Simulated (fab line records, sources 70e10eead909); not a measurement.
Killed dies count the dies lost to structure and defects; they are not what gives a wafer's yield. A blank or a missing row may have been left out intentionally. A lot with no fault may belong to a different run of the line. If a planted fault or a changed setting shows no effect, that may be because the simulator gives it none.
Which tool is to blame? :: flow nand_harc :: 13 lots, 39 wafers sampled, at 5 steps of a route of 1302

WHAT THE GAUGES SHOWED, per wafer
NHARC_P_GATE_CD_MEAS_59: target cd 720 nm. Usual: cd_nm reads 719.9 nm (standard deviation 1.4).
lot: L430
measured: day 5 15:29
on: cd_sem-03
cd_nm (nm): 720.0 719.9 719.4
flag: 

lot: L431
measured: day 5 23:14
on: cd_sem-02
cd_nm (nm): 720.3 720.0 720.0
flag: 

lot: L432
measured: day 6 05:21
on: cd_sem-02
cd_nm (nm): 719.6 720.9 721.6
flag: 

lot: L434
measured: day 7 06:01
on: cd_sem-02
cd_nm (nm): 721.3 721.0 721.1
flag: 

lot: L435
measured: day 7 13:10
on: cd_sem-02
cd_nm (nm): 717.6 718.5 718.9
flag: 

lot: L437
measured: day 8 15:29
on: cd_sem-03
cd_nm (nm): 719.8 721.5 719.0
flag: 

lot: L438
measured: day 9 13:57
on: cd_sem-03
cd_nm (nm): 718.9 717.9 718.8
flag: 

lot: L439
measured: day 9 14:31
on: cd_sem-02
cd_nm (nm): - - -
flag: OFF

lot: L440
measured: day 9 15:14
on: cd_sem-02
cd_nm (nm): 720.9 720.6 721.3
flag: 

lot: L449
measured: day 13 07:39
on: cd_sem-03
cd_nm (nm): 718.6 720.0 720.3
flag: 

lot: L450
measured: day 14 04:29
on: cd_sem-01
cd_nm (nm): 720.8 719.5 718.8
flag: 

lot: L451
measured: day 14 14:44
on: cd_sem-01
cd_nm (nm): 719.6 721.4 720.9
flag: 

lot: L453
measured: day 15 05:23
on: cd_sem-01
cd_nm (nm): 721.9 721.2 721.8
flag: 

WHAT TOOL EACH LOT RAN ON (gives the tool, then ch and the chambers of the sampled wafers, and finally the start)
lot: L430
NHARC_P_GATE_ETCH_32: rie_si-04 ch 0,3, day 5 02:25
NHARC_P_GATE_STRIP_108: rie_diel-02 ch 0,1,2, day 5 02:34
NHARC_P_GATE_STRIP_101: rie_diel-10 ch 2,3, day 5 12:48
NHARC_P_GATE_EXPOSE_56: krf_scanner-02 ch 0, day 5 15:19

lot: L431
NHARC_P_GATE_ETCH_32: rie_si-03 ch 0,1,2, day 5 10:14
NHARC_P_GATE_STRIP_108: rie_diel-12 ch 1,2,3, day 5 10:23
NHARC_P_GATE_STRIP_101: rie_diel-02 ch 0,1,3, day 5 20:34
NHARC_P_GATE_EXPOSE_56: krf_scanner-01 ch 0, day 5 23:05

lot: L432
NHARC_P_GATE_ETCH_32: rie_si-03 ch 0,2,3, day 5 16:19
NHARC_P_GATE_STRIP_108: rie_diel-02 ch 1,2, day 5 16:28
NHARC_P_GATE_STRIP_101: rie_diel-10 ch 0,1,3, day 6 02:41
NHARC_P_GATE_EXPOSE_56: krf_scanner-02 ch 0, day 6 05:12

lot: L434
NHARC_P_GATE_ETCH_32: rie_si-03 ch 0,1,3, day 6 16:59
NHARC_P_GATE_STRIP_108: rie_diel-12 ch 0,3, day 6 17:09
NHARC_P_GATE_STRIP_101: rie_diel-02 ch 0,1,2, day 7 03:29
NHARC_P_GATE_EXPOSE_56: krf_scanner-02 ch 0, day 7 05:52

lot: L435
NHARC_P_GATE_ETCH_32: rie_si-02 ch 0,2, day 7 00:16
NHARC_P_GATE_STRIP_108: rie_diel-10 ch 0,2, day 7 00:26
NHARC_P_GATE_STRIP_101: rie_diel-02 ch 1,2,3, day 7 10:37
NHARC_P_GATE_EXPOSE_56: krf_scanner-04 ch 0, day 7 13:01

lot: L437
NHARC_P_GATE_ETCH_32: rie_si-02 ch 1,3, day 8 02:22
NHARC_P_GATE_STRIP_108: rie_diel-10 ch 0,3, day 8 02:34
NHARC_P_GATE_STRIP_101: rie_diel-10 ch 1,2,3, day 8 12:49
NHARC_P_GATE_EXPOSE_56: krf_scanner-02 ch 0, day 8 15:20

lot: L438
NHARC_P_GATE_ETCH_32: rie_si-03 ch 0,2,3, day 8 22:43
NHARC_P_GATE_STRIP_108: rie_diel-12 ch 0,2,3, day 8 22:52
NHARC_P_GATE_STRIP_101: rie_diel-12 ch 0,1,2, day 9 11:14
NHARC_P_GATE_EXPOSE_56: krf_scanner-04 ch 0, day 9 13:48

lot: L439
NHARC_P_GATE_ETCH_32: rie_si-03 ch 2,3, day 9 01:31
NHARC_P_GATE_STRIP_108: rie_diel-12 ch 0,3, day 9 01:41
NHARC_P_GATE_STRIP_101: rie_diel-02 ch 0,1,2, day 9 11:52
NHARC_P_GATE_EXPOSE_56: krf_scanner-01 ch 0, day 9 14:22

lot: L440
NHARC_P_GATE_ETCH_32: rie_si-02 ch 1,2,3, day 9 02:11
NHARC_P_GATE_STRIP_108: rie_diel-12 ch 0,2,3, day 9 02:21
NHARC_P_GATE_STRIP_101: rie_diel-10 ch 0,1,2, day 9 12:31
NHARC_P_GATE_EXPOSE_56: krf_scanner-04 ch 0, day 9 15:05

lot: L449
NHARC_P_GATE_ETCH_32: rie_si-04 ch 0,1,3, day 12 18:46
NHARC_P_GATE_STRIP_108: rie_diel-12 ch 2,3, day 12 18:54
NHARC_P_GATE_STRIP_101: rie_diel-10 ch 0,1, day 13 05:05
NHARC_P_GATE_EXPOSE_56: krf_scanner-01 ch 0, day 13 07:29

lot: L450
NHARC_P_GATE_ETCH_32: rie_si-03 ch 2,3, day 13 15:23
NHARC_P_GATE_STRIP_108: rie_diel-02 ch 0,3, day 13 15:34
NHARC_P_GATE_STRIP_101: rie_diel-10 ch 1,2, day 14 01:48
NHARC_P_GATE_EXPOSE_56: krf_scanner-01 ch 0, day 14 04:19

lot: L451
NHARC_P_GATE_ETCH_32: rie_si-02 ch 1,2, day 14 01:46
NHARC_P_GATE_STRIP_108: rie_diel-12 ch 0,1,2, day 14 01:59
NHARC_P_GATE_STRIP_101: rie_diel-02 ch 1,2,3, day 14 12:04
NHARC_P_GATE_EXPOSE_56: krf_scanner-04 ch 0, day 14 14:35

lot: L453
NHARC_P_GATE_ETCH_32: rie_si-03 ch 1,2,3, day 14 10:31
NHARC_P_GATE_STRIP_108: rie_diel-10 ch 0,3, day 14 10:38
NHARC_P_GATE_STRIP_101: rie_diel-10 ch 0,2,3, day 14 20:55
NHARC_P_GATE_EXPOSE_56: krf_scanner-04 ch 0, day 15 05:14
- NHARC_P_GATE_ETCH_32: etches the open film in HBr/Cl2, target depth 150 nm, time 100.1 s.
- NHARC_P_GATE_STRIP_108: strips in O2.
- NHARC_P_GATE_STRIP_101: strips in O2, time 20 s.
- NHARC_P_GATE_EXPOSE_56: exposes mask P PSD, target cd 720 nm.

AS READ BY THE TOOLS THEMSELVES (means over the sampled wafers that have a number; for cases with no such wafer, the mark the record gives instead)
NHARC_P_GATE_ETCH_32. Usual: drypump_motor_current_A 5.6 A, standard deviation 0.3; oes_product_au 1.002 a.u., standard deviation 0.0087; throttle_valve_pct 26.407 %, standard deviation 0.0096.
lot: L430
tool: rie_si-04
drypump_motor_current_A (A): 6.1
oes_product_au (a.u.): 0.996
throttle_valve_pct (%): 26.404
flag: 

lot: L431
tool: rie_si-03
drypump_motor_current_A (A): 5.6
oes_product_au (a.u.): 1.007
throttle_valve_pct (%): 26.412
flag: 

lot: L432
tool: rie_si-03
drypump_motor_current_A (A): 5.5
oes_product_au (a.u.): 1.009
throttle_valve_pct (%): 26.398
flag: 

lot: L434
tool: rie_si-03
drypump_motor_current_A (A): 5.4
oes_product_au (a.u.): 1.012
throttle_valve_pct (%): 26.404
flag: 

lot: L435
tool: rie_si-02
drypump_motor_current_A (A): 5.6
oes_product_au (a.u.): 0.996
throttle_valve_pct (%): 26.404
flag: 

lot: L437
tool: rie_si-02
drypump_motor_current_A (A): 5.4
oes_product_au (a.u.): 0.993
throttle_valve_pct (%): 26.402
flag: 

lot: L438
tool: rie_si-03
drypump_motor_current_A (A): 5.4
oes_product_au (a.u.): 1.013
throttle_valve_pct (%): 26.414
flag: 

lot: L439
tool: rie_si-03
drypump_motor_current_A (A): 5.5
oes_product_au (a.u.): 1.009
throttle_valve_pct (%): 26.407
flag: 

lot: L440
tool: rie_si-02
drypump_motor_current_A (A): 5.7
oes_product_au (a.u.): 0.993
throttle_valve_pct (%): 26.399
flag: 

lot: L449
tool: rie_si-04
drypump_motor_current_A (A): 6.0
oes_product_au (a.u.): 0.989
throttle_valve_pct (%): 26.408
flag: 

lot: L450
tool: rie_si-03
drypump_motor_current_A (A): 5.3
oes_product_au (a.u.): 0.997
throttle_valve_pct (%): 26.408
flag: 

lot: L451
tool: rie_si-02
drypump_motor_current_A (A): 6.0
oes_product_au (a.u.): 1.013
throttle_valve_pct (%): 26.403
flag: 

lot: L453
tool: rie_si-03
drypump_motor_current_A (A): 5.5
oes_product_au (a.u.): 0.994
throttle_valve_pct (%): 26.414
flag: 

NHARC_P_GATE_STRIP_108. Usual: drypump_motor_current_A 5.6 A, standard deviation 0.31; oes_product_au 1.003 a.u., standard deviation 0.0084; rf_vpp_V 58.0 V, standard deviation 0.92; showerhead_plenum_p_Torr 3.59 Torr, standard deviation 0.12; throttle_valve_pct 17.037 %, standard deviation 0.0093.
lot: L430
tool: rie_diel-02
drypump_motor_current_A (A): 5.7
oes_product_au (a.u.): 0.994
rf_vpp_V (V): 58.2
showerhead_plenum_p_Torr (Torr): 3.55
throttle_valve_pct (%): 17.037
flag: 

lot: L431
tool: rie_diel-12
drypump_motor_current_A (A): 5.6
oes_product_au (a.u.): 1.008
rf_vpp_V (V): 58.3
showerhead_plenum_p_Torr (Torr): 3.65
throttle_valve_pct (%): 17.028
flag: 

lot: L432
tool: rie_diel-02
drypump_motor_current_A (A): 5.8
oes_product_au (a.u.): 0.999
rf_vpp_V (V): 59.0
showerhead_plenum_p_Torr (Torr): 3.43
throttle_valve_pct (%): 17.030
flag: 

lot: L434
tool: rie_diel-12
drypump_motor_current_A (A): 5.3
oes_product_au (a.u.): 1.003
rf_vpp_V (V): 57.7
showerhead_plenum_p_Torr (Torr): 3.69
throttle_valve_pct (%): 17.041
flag: 

lot: L435
tool: rie_diel-10
drypump_motor_current_A (A): 5.6
oes_product_au (a.u.): 0.994
rf_vpp_V (V): 58.9
showerhead_plenum_p_Torr (Torr): 3.55
throttle_valve_pct (%): 17.046
flag: 

lot: L437
tool: rie_diel-10
drypump_motor_current_A (A): 5.8
oes_product_au (a.u.): 0.996
rf_vpp_V (V): 56.3
showerhead_plenum_p_Torr (Torr): 3.52
throttle_valve_pct (%): 17.035
flag: 

lot: L438
tool: rie_diel-12
drypump_motor_current_A (A): 5.3
oes_product_au (a.u.): 1.006
rf_vpp_V (V): 58.6
showerhead_plenum_p_Torr (Torr): 3.67
throttle_valve_pct (%): 17.034
flag: 

lot: L439
tool: rie_diel-12
drypump_motor_current_A (A): 5.3
oes_product_au (a.u.): 1.010
rf_vpp_V (V): 58.4
showerhead_plenum_p_Torr (Torr): 3.71
throttle_valve_pct (%): 17.036
flag: 

lot: L440
tool: rie_diel-12
drypump_motor_current_A (A): 5.3
oes_product_au (a.u.): 1.006
rf_vpp_V (V): 58.2
showerhead_plenum_p_Torr (Torr): 3.67
throttle_valve_pct (%): 17.037
flag: 

lot: L449
tool: rie_diel-12
drypump_motor_current_A (A): 5.4
oes_product_au (a.u.): 1.004
rf_vpp_V (V): 57.4
showerhead_plenum_p_Torr (Torr): 3.66
throttle_valve_pct (%): 17.034
flag: 

lot: L450
tool: rie_diel-02
drypump_motor_current_A (A): 5.3
oes_product_au (a.u.): 1.002
rf_vpp_V (V): 59.0
showerhead_plenum_p_Torr (Torr): 3.69
throttle_valve_pct (%): 17.042
flag: 

lot: L451
tool: rie_diel-12
drypump_motor_current_A (A): 5.6
oes_product_au (a.u.): 1.004
rf_vpp_V (V): 58.0
showerhead_plenum_p_Torr (Torr): 3.62
throttle_valve_pct (%): 17.046
flag: 

lot: L453
tool: rie_diel-10
drypump_motor_current_A (A): 5.9
oes_product_au (a.u.): 1.017
rf_vpp_V (V): 57.6
showerhead_plenum_p_Torr (Torr): 3.51
throttle_valve_pct (%): 17.041
flag: 

NHARC_P_GATE_STRIP_101. Usual: drypump_motor_current_A 5.61 A, standard deviation 0.28; oes_product_au 1.001 a.u., standard deviation 0.0084; rf_vpp_V 57.7 V, standard deviation 0.87; showerhead_plenum_p_Torr 3.54 Torr, standard deviation 0.14; throttle_valve_pct 17.037 %, standard deviation 0.0095.
lot: L430
tool: rie_diel-10
drypump_motor_current_A (A): 5.50
oes_product_au (a.u.): 0.997
rf_vpp_V (V): 57.4
showerhead_plenum_p_Torr (Torr): 3.41
throttle_valve_pct (%): 17.037
flag: 

lot: L431
tool: rie_diel-02
drypump_motor_current_A (A): 5.44
oes_product_au (a.u.): 1.004
rf_vpp_V (V): 58.1
showerhead_plenum_p_Torr (Torr): 3.68
throttle_valve_pct (%): 17.031
flag: 

lot: L432
tool: rie_diel-10
drypump_motor_current_A (A): 5.80
oes_product_au (a.u.): 1.003
rf_vpp_V (V): 57.6
showerhead_plenum_p_Torr (Torr): 3.46
throttle_valve_pct (%): 17.038
flag: 

lot: L434
tool: rie_diel-02
drypump_motor_current_A (A): 5.69
oes_product_au (a.u.): 0.998
rf_vpp_V (V): 56.9
showerhead_plenum_p_Torr (Torr): 3.55
throttle_valve_pct (%): 17.041
flag: 

lot: L435
tool: rie_diel-02
drypump_motor_current_A (A): 5.57
oes_product_au (a.u.): 0.999
rf_vpp_V (V): 57.3
showerhead_plenum_p_Torr (Torr): 3.55
throttle_valve_pct (%): 17.047
flag: 

lot: L437
tool: rie_diel-10
drypump_motor_current_A (A): 5.62
oes_product_au (a.u.): 0.995
rf_vpp_V (V): 57.9
showerhead_plenum_p_Torr (Torr): 3.43
throttle_valve_pct (%): 17.030
flag: 

lot: L438
tool: rie_diel-12
drypump_motor_current_A (A): 5.58
oes_product_au (a.u.): 1.007
rf_vpp_V (V): 59.1
showerhead_plenum_p_Torr (Torr): 3.62
throttle_valve_pct (%): 17.029
flag: 

lot: L439
tool: rie_diel-02
drypump_motor_current_A (A): 5.70
oes_product_au (a.u.): 0.988
rf_vpp_V (V): 58.1
showerhead_plenum_p_Torr (Torr): 3.54
throttle_valve_pct (%): 17.034
flag: 

lot: L440
tool: rie_diel-10
drypump_motor_current_A (A): 5.73
oes_product_au (a.u.): 0.991
rf_vpp_V (V): 57.3
showerhead_plenum_p_Torr (Torr): 3.51
throttle_valve_pct (%): 17.040
flag: 

lot: L449
tool: rie_diel-10
drypump_motor_current_A (A): 5.96
oes_product_au (a.u.): 1.005
rf_vpp_V (V): 57.2
showerhead_plenum_p_Torr (Torr): 3.54
throttle_valve_pct (%): 17.039
flag: 

lot: L450
tool: rie_diel-10
drypump_motor_current_A (A): 5.51
oes_product_au (a.u.): 0.995
rf_vpp_V (V): 57.3
showerhead_plenum_p_Torr (Torr): 3.49
throttle_valve_pct (%): 17.030
flag: 

lot: L451
tool: rie_diel-02
drypump_motor_current_A (A): 5.55
oes_product_au (a.u.): 1.001
rf_vpp_V (V): 57.4
showerhead_plenum_p_Torr (Torr): 3.54
throttle_valve_pct (%): 17.034
flag: 

lot: L453
tool: rie_diel-10
drypump_motor_current_A (A): 5.63
oes_product_au (a.u.): 1.008
rf_vpp_V (V): 57.8
showerhead_plenum_p_Torr (Torr): 3.49
throttle_valve_pct (%): 17.039
flag: 

THE ANSWER, worked out from the rows above alone
Rule: a lot is off if the mean of its wafers that have a number lies more than 3 standard deviations from the usual mean. Also off: a lot with no number at a reading for which 4 or more lots have one. The other lots that the step has rows for count as sound. The gauges are gone through in route order, then the tools' own readings, and for those a lot's mean is taken as printed above. At the first step where some lot is off, the reading lying furthest off is the one used; lots without a number count as furthest.
Off: L439, at NHARC_P_GATE_CD_MEAS_59 (cd_nm). Without a number there: L439.
If a tool, at a process step before that reading, ran all the lots that are off and no sound lot after the first of them, it fits. Gauges at NHARC_P_GATE_CD_MEAS_59: tried the same way as those tools. Not one of the candidates tried fits.

WHAT WAS PUT IN BY THE SIMULATOR
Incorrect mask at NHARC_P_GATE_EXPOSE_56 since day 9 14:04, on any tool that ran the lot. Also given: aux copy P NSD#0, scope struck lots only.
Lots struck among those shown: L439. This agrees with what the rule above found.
